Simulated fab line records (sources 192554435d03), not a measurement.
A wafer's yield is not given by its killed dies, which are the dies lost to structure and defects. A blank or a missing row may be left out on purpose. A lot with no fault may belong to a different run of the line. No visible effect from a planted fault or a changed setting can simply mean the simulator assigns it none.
Which tool was responsible? -- flow n5Finfet -- 14 lots, 40 wafers sampled, at 4 steps of a route of 1938

## WHAT THE GAUGES SHOWED, per wafer
Not one reading of a measure or inspect step in the record can be checked against a usual standard deviation.

## EACH LOT AND THE TOOL THAT RAN IT (in order: tool; ch and the chambers of the sampled wafers; start)
lot,N5_BEOL_M9_CVD_78,N5_PASSIVATION_DEGAS_18,N5_PASSIVATION_PRE_CLEAN_19,N5_PASSIVATION_PROBE_49
L452,"cvdCo-02 ch 1,2, day 10 11:29","pvdSputter-02, day 12 22:17","pvdSputter-02, day 12 22:19","prober-02, day 13 04:04"
L454,"cvdCo-02 ch 0,1,2, day 10 12:06","pvdSputter-02, day 12 22:52","pvdSputter-02, day 12 22:54",-
L453,"cvdCo-01 ch 0,1,2, day 11 04:14","pvdSputter-01, day 12 23:11","pvdSputter-01, day 12 23:13",-
L455,"cvdCo-02 ch 0,1,2, day 11 04:17","pvdSputter-01, day 13 03:31","pvdSputter-01, day 13 03:34",-
L456,"cvdCo-02 ch 0,1,2, day 11 04:24","pvdSputter-02, day 13 13:06","pvdSputter-02, day 13 13:08",-
L458,"cvdCo-01 ch 0,2, day 11 11:23","pvdSputter-02, day 13 20:56","pvdSputter-02, day 13 20:59","prober-02, day 14 02:37"
L460,"cvdCo-01 ch 0,1,2, day 11 19:08","pvdSputter-01, day 14 04:59","pvdSputter-01, day 14 05:01",-
L462,"cvdCo-02 ch 0,1,2, day 12 10:13","pvdSputter-02, day 14 15:24","pvdSputter-02, day 14 15:26","prober-02, day 14 21:34"
L464,"cvdCo-02 ch 1,2, day 13 13:14","pvdSputter-03, day 15 12:16","pvdSputter-03, day 15 12:19","prober-02, day 15 19:11"
L468,"cvdCo-01 ch 0,2, day 13 22:17","pvdSputter-03, day 16 12:41","pvdSputter-03, day 16 12:44","prober-01, day 16 19:11"
L469,"cvdCo-01 ch 0,2, day 14 02:13","pvdSputter-01, day 16 16:56","pvdSputter-01, day 16 16:58","prober-02, day 17 01:42"
L473,"cvdCo-01 ch 0, day 15 04:26","pvdSputter-02, day 17 09:38","pvdSputter-02, day 17 09:41","prober-01, day 17 16:27"
L474,"cvdCo-01 ch 0,2, day 15 11:46","pvdSputter-01, day 17 12:51","pvdSputter-01, day 17 12:53",-
L475,"cvdCo-01 ch 0,1,2, day 16 00:18","pvdSputter-03, day 18 00:20","pvdSputter-03, day 18 00:23","prober-02, day 18 06:05"
- N5_BEOL_M9_CVD_78: deposits Co from CCTBA/H2, target thk 2 nm, time 138.9 s.
- N5_PASSIVATION_DEGAS_18: time 60 s.
- N5_PASSIVATION_PRE_CLEAN_19
- N5_PASSIVATION_PROBE_49

## WHAT THE TOOLS THEMSELVES READ (means of the sampled wafers that have a number; where no wafer has one, the mark that the record gives instead)
N5_PASSIVATION_DEGAS_18. Usual: heaterPowerW 458 W, standard deviation 50; susceptorTempC 300.00 C, standard deviation 0.18.
lot,tool,heaterPowerW (W),susceptorTempC (C),flag
L452,pvdSputter-02,424,300.06,
L454,pvdSputter-02,435,299.90,
L453,pvdSputter-01,400,300.04,
L455,pvdSputter-01,437,300.07,
L456,pvdSputter-02,441,299.81,
L458,pvdSputter-02,465,299.96,
L460,pvdSputter-01,434,300.01,
L462,pvdSputter-02,465,300.21,
L464,pvdSputter-03,505,300.29,
L468,pvdSputter-03,542,299.86,
L469,pvdSputter-01,485,300.10,
L473,pvdSputter-02,458,300.00,
L474,pvdSputter-01,394,300.03,
L475,pvdSputter-03,497,300.07,

N5_PASSIVATION_PRE_CLEAN_19. Usual: heaterPowerW 458 W, standard deviation 49.
lot,tool,heaterPowerW (W),flag
L452,pvdSputter-02,426,
L454,pvdSputter-02,441,
L453,pvdSputter-01,400,
L455,pvdSputter-01,444,
L456,pvdSputter-02,439,
L458,pvdSputter-02,460,
L460,pvdSputter-01,441,
L462,pvdSputter-02,468,
L464,pvdSputter-03,500,
L468,pvdSputter-03,544,
L469,pvdSputter-01,488,
L473,pvdSputter-02,458,
L474,pvdSputter-01,395,
L475,pvdSputter-03,499,

N5_PASSIVATION_PROBE_49. Usual: defectLimitedYield 91.1 %, standard deviation 1.4; killed_at_M0_to_M3 36, standard deviation 9.9; killed_at_M4_up 13, standard deviation 5.8; killedAtContacts 14, standard deviation 5.9; killedAtFrontEnd 39, standard deviation 11; killedAtOther 3.4, standard deviation 2.9; killedDies 105, standard deviation 17; killedOpen 70, standard deviation 13; killedShort 34, standard deviation 7.3; sort_bin_5_function 5.3 %, standard deviation 1; sort_bin_6_memory 3.3 %, standard deviation 0.62; sort_bin_8_speed 0.01 %, standard deviation 0.057; sortNPass 1075, standard deviation 17.
lot,tool,defectLimitedYield (%),killed_at_M0_to_M3,killed_at_M4_up,killedAtContacts,killedAtFrontEnd,killedAtOther,killedDies,killedOpen,killedShort,sort_bin_5_function (%),sort_bin_6_memory (%),sort_bin_8_speed (%),sortNPass,flag
L452,prober-02,90.9,32,17,15,42,1.5,107,74,30,5.7,2.9,0.00,1073,
L458,prober-02,88.7,47,15,15,55,1.7,134,97,35,7.1,4.0,0.00,1046,
L462,prober-02,85.3,25,109,11,27,1.0,173,57,25,9.6,3.5,0.00,1007,OFF
L464,prober-02,84.7,29,105,8,37,2.0,180,56,29,9.8,4.1,0.00,1000,OFF
L468,prober-01,89.1,52,15,20,42,0.5,129,87,41,6.8,3.7,0.00,1051,
L469,prober-02,92.7,22,14,13,33,4.0,86,61,23,4.1,2.9,0.00,1094,
L473,prober-01,91.5,39,14,18,29,1.3,101,66,33,5.0,3.2,0.00,1079,
L475,prober-02,91.7,33,8,11,40,6.3,99,59,39,4.8,3.2,0.00,1081,

## THE ANSWER, worked out from the rows above alone
Rule: lot off if the mean of its wafers having a number is beyond 3 standard deviations from the usual mean. Also off: a lot with no number at a reading for which 4 or more lots have one. Any other lot the step has rows for is counted as sound. First the gauges in route order, then the tools' own readings, where a lot's mean is used as printed above. At the first step where some lot is off, the reading lying furthest off is the one used; lots without a number count as furthest.
Off: L462, L464, at N5_PASSIVATION_PROBE_49 (killed_at_M4_up). Neither off nor sound, because the step has no rows for them: L454, L453, L455, L456, L460, L474.
If a tool, at that step or one of the process steps before it, ran each lot that is off and ran no sound lot following the first of them, it fits. One fits: N5_BEOL_M9_CVD_78 on cvdCo-02. A fault onset in the window from L452 (day 10 11:29, its last sound lot) to L462 (day 12 10:13, its first lot off) fits.

## WHAT THE SIMULATOR PUT IN
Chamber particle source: cvdCo-02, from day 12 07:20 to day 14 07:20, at N5_BEOL_M9_CVD_78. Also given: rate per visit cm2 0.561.
Struck lots among those shown: L462, L464. The same result came from the rule above.
